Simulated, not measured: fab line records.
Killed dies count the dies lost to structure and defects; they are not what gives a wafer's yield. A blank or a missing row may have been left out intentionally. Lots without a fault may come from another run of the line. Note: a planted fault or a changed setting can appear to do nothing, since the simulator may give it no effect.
Matching of chambers    flow n5Finfet    4 sister chambers for N5_BEOL_M5_ETCH_68 on rieDiel-02
The step etches SOC in N2/H2, target depth 80 nm, overetch 16 nm, time 120 s. 8 wafers are shown with their chamber, then 9 later ones without.

## WAFERS WITH THEIR CHAMBER
wafer   chamber  showerheadPlenumPTorr (Torr)  throttleValvePct (%)
L080.2  1        2.45                          18.21
L080.4  3        2.51                          17.76
L086.2  3        2.50                          17.77
L086.4  2        2.63                          17.96
L086.6  1        2.45                          18.21
L087.1  0        2.50                          18.06
L087.3  2        2.63                          17.97
L087.5  0        2.50                          18.05

## WAFERS WITH NO CHAMBER GIVEN
wafer   showerheadPlenumPTorr (Torr)  throttleValvePct (%)
L091.3  2.50                          18.05
L091.4  2.50                          18.07
L091.6  2.45                          18.23
L093.4  2.44                          18.23
L093.5  2.50                          18.06
L093.6  2.63                          17.98
L097.1  2.50                          18.06
L097.3  2.44                          18.26
L097.5  2.62                          18.01

## EACH ONE'S CHAMBER
wafer   from the rows above  in truth
L091.3  0                    0
L091.4  0                    0
L091.6  1                    1
L093.4  1                    1
L093.5  0                    0
L093.6  2                    2
L097.1  0                    0
L097.3  1                    1
L097.5  2                    2
9 of 9 placed correctly. Not placeable from these rows: 0. Number placed wrongly: 0.
How it was worked out, from the rows above alone: a wafer's distance from a chamber is the root of the sum, over the readings, of the square of ((its reading less the chamber's mean) divided by the reading's scatter). If the next closest chamber is less than 2 further off than the closest, the wafer can't be placed; otherwise it belongs to the closest. For every chamber, the mean is computed from those of its wafers that are shown. The scatter is the square root of a quotient: the sum, over the shown wafers, of each reading's squared deviation from its chamber's mean, divided by wafers minus chambers.
